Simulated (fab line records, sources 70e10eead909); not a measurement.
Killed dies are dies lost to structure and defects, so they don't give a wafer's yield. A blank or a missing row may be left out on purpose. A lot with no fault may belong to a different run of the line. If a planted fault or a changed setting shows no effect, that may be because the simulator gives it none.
Matching of chambers    flow nand harc    NHARC_A_CHANNEL_FILL_D1_ETCHBACK_20 on rie diel-03 has 4 sister chambers
The step etches the open film in C4F8/O2/Ar, target depth 27 nm, time 13.5 s. 8 wafers are shown with their chamber, then 8 later ones without.

## EACH WAFER AND ITS CHAMBER
wafer   chamber  rf vpp V (V)  oes product au (a.u.)
L892.2  0        980           0.93
L894.4  2        984           0.92
L896.1  0        980           1.01
L896.6  3        979           1.00
L898.1  1        984           0.99
L898.2  2        983           1.00
L898.3  3        978           1.01
L900.1  1        982           0.98

## WAFERS WITHOUT THEIR CHAMBER
wafer   rf vpp V (V)  oes product au (a.u.)
L900.2  978           0.99
L900.6  979           1.01
L904.2  978           1.01
L904.3  977           1.00
L904.5  984           1.00
L903.1  983           1.01
L903.4  985           1.00
L903.5  984           0.99

## CHAMBER TAKEN BY EACH
wafer   from the rows above      in truth
L900.2  can't be placed: 3 or 0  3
L900.6  can't be placed: 3 or 0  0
L904.2  can't be placed: 3 or 0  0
L904.3  can't be placed: 3 or 0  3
L904.5  can't be placed: 2 or 1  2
L903.1  can't be placed: 1 or 2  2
L903.4  can't be placed: 2 or 1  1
L903.5  can't be placed: 2 or 1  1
0 of 8 placed correctly. Cannot be placed on the basis of these rows: 8; the candidates contain the true chamber in 8. 0 placed wrongly.
How it was worked out, from the rows above alone: a wafer's distance from a chamber is the root of the sum, over the readings, of the square of ((its reading less the chamber's mean) divided by the reading's scatter). The wafer belongs to the nearest chamber; if the next one is less than 2 further off, it can't be placed. For every chamber, the mean is computed from those of its wafers that are shown. The scatter is the square root of a quotient: the sum, over the shown wafers, of each reading's squared deviation from its chamber's mean, divided by wafers minus chambers.
